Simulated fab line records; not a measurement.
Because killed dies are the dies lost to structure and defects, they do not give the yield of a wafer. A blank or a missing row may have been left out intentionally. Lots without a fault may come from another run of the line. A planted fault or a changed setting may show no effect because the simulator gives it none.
A struck lot beside a sound one ; flow n5_finfet ; 16 out of 1938 route steps
Sound: these wafers, L251.1, L251.3, L251.5. The struck wafers were L260.1, L260.2, L260.3. The cause is given at the end.
For every step that has rows: the tool of each side, followed by ch and its chambers, followed by its first start. Under that, the readings that differ: sound wafers ; struck wafers ; difference of the means ; sigmas: that difference in standard deviations of wafers without a fault.
alike: words and numbers the same on both sides, and readings whose means are apart by under 2 such deviations; not compared: readings that were withheld, readings missing a value for some wafer, numbers with overlapping values and no deviation given by the record, and bounds like >300 which may hide the same value.
The two part at a step that has a row with sigmas, a row that says differs or no value, or rows on one side only. Non-overlapping numbers with no deviation appear without sigmas and do not part them. A reading missing from all wafers of one side parts the sides only when that side holds two or more wafers.

first, 1 step without rows for these wafers: N5_SD_EPI_N_STRIP_36 (strips in N2/H2).
N5_SD_EPI_N_ETCHBACK_44: etches SiNx in CH3F/O2, stops on SiO2, target depth 14.5 nm.
  sound on rie_diel-04 ch 0,2,3, day 3 17:44; struck on rie_diel-02 ch 0,1,2, day 5 21:38
  alike: drypump_motor_current_A, oes_product_au, rf_vpp_V, showerhead_plenum_p_Torr, throttle_valve_pct
  not compared: rf_hours_counter_h
N5_SD_EPI_N_ETCH_45: etches SiOCN in CH3F/O2, target depth 6 nm.
  sound on rie_diel-04 ch 0,2,3, day 3 17:50; struck on rie_diel-02 ch 0,1,2, day 5 21:44
  alike: drypump_motor_current_A, oes_product_au, rf_vpp_V, showerhead_plenum_p_Torr, throttle_valve_pct
  not compared: rf_hours_counter_h
then, 2 steps without rows for these wafers: N5_SD_EPI_N_ETCH_16 (etches SiO2 in CHF3/O2, target depth 5 nm); N5_SD_EPI_N_STRIP_47 (strips in CHF3/O2).
N5_SD_EPI_N_SD_RECESS_17: chemistry HBr/Cl2/O2, target depth 41 nm, time 23.7 s, bt time 3 s.
  sound on rie_si-02 ch 0,1, day 3 18:00; struck on rie_si-06 ch 0,1,2, day 5 21:54
  alike: drypump_motor_current_A, oes_product_au, throttle_valve_pct
  not compared: rf_hours_counter_h
N5_SD_EPI_N_STRIP_38: strips in N2/H2.
  sound on plasma_asher-02 ch 0,1, day 3 18:05; struck on plasma_asher-01 ch 0,1, day 5 22:00
  alike: drypump_motor_current_A, heater_power_w, n2_flow_sccm, oes_product_au
  not compared: rf_hours_counter_h
then, 4 steps without rows for these wafers: N5_SD_EPI_N_WET_ETCH_43 (etches SiO2 in dHF, time 14 s, target depth 1.5 nm); N5_SD_EPI_N_STRIP_18 (strips in SPM, time 750 s); N5_SD_EPI_N_SRD_20 (time 30 s); N5_SD_EPI_N_PRECLEAN_48 (cleans in NF3:NH3, afs cycles 2, time 20 s, sublimation time 60 s).
N5_SD_EPI_N_VAPOR_ETCH_50: etches Si in HCl, time 54 s.
  sound on epi_rpcvd-02 ch 0, day 3 18:48; struck on epi_rpcvd-04 ch 0, day 5 22:51
reading;sound;struck;difference;sigmas
throttle_valve_pct (%);12.23 12.14 12.31;11.62 11.57 11.66;-0.61;-2
N5_SD_EPI_N_EPI_21: deposits Si:P, time 690 s.
  struck on epi_rpcvd-04, day 5 23:05; sound on epi_rpcvd-02 ch 0, day 3 18:59
  no value came back on the struck wafers for chamber_pressure_Torr (Torr), epi_growth_time_s (s); on the sound wafers chamber_pressure_Torr (Torr) reads 255.0 255.4 255.1
then, 1 step without rows for these wafers: N5_SD_EPI_N_PRECLEAN_24 (cleans in O3/DIW, time 60 s).
N5_BEOL_M4_RC_MEAS_101:
  the record has rows for the sound wafers here (prober-02 ch 0, day 10 02:13) and none for the struck ones
-- a jump in the record: the struck wafers' starts before and after are 11 days apart (it breaks off in module BEOL_M4 and resumes in module PASSIVATION, where the first step shown is number 1936 of the route) --
N5_PASSIVATION_PROBE_49:
  sound on prober-01 at day 15 11:37; struck on prober-02 at day 16 16:45
reading;sound;struck;difference;sigmas
defect_limited_yield (%);91.9 90.3 92.3;0 0 0;-92;-65
killed_at_front_end;27 65 34;1114 1114 1122;+1075;+90
killed_dies;95 115 91;1180 1180 1180;+1080;+64
killed_on_rim;14 9 13;152 152 152;+140;+33
sort_bin_5_function (%);5.1 5.9 4.7;96.8 96.0 96.4;+91.2;+97
sort_n_pass;1085 1065 1089;0 0 0;-1080;-64
sort_yield_pct (%);91.9 90.3 92.3;0 0 0;-92;-65
  alike: killed_at_M0_to_M3, killed_at_M4_up, killed_at_contacts, killed_at_other, killed_open, killed_short, sort_bin_6_memory

== WHERE THEY PART ==
First at N5_SD_EPI_N_VAPOR_ETCH_50; last, within this record, at N5_PASSIVATION_PROBE_49.

WHY: what had been put in by the simulator
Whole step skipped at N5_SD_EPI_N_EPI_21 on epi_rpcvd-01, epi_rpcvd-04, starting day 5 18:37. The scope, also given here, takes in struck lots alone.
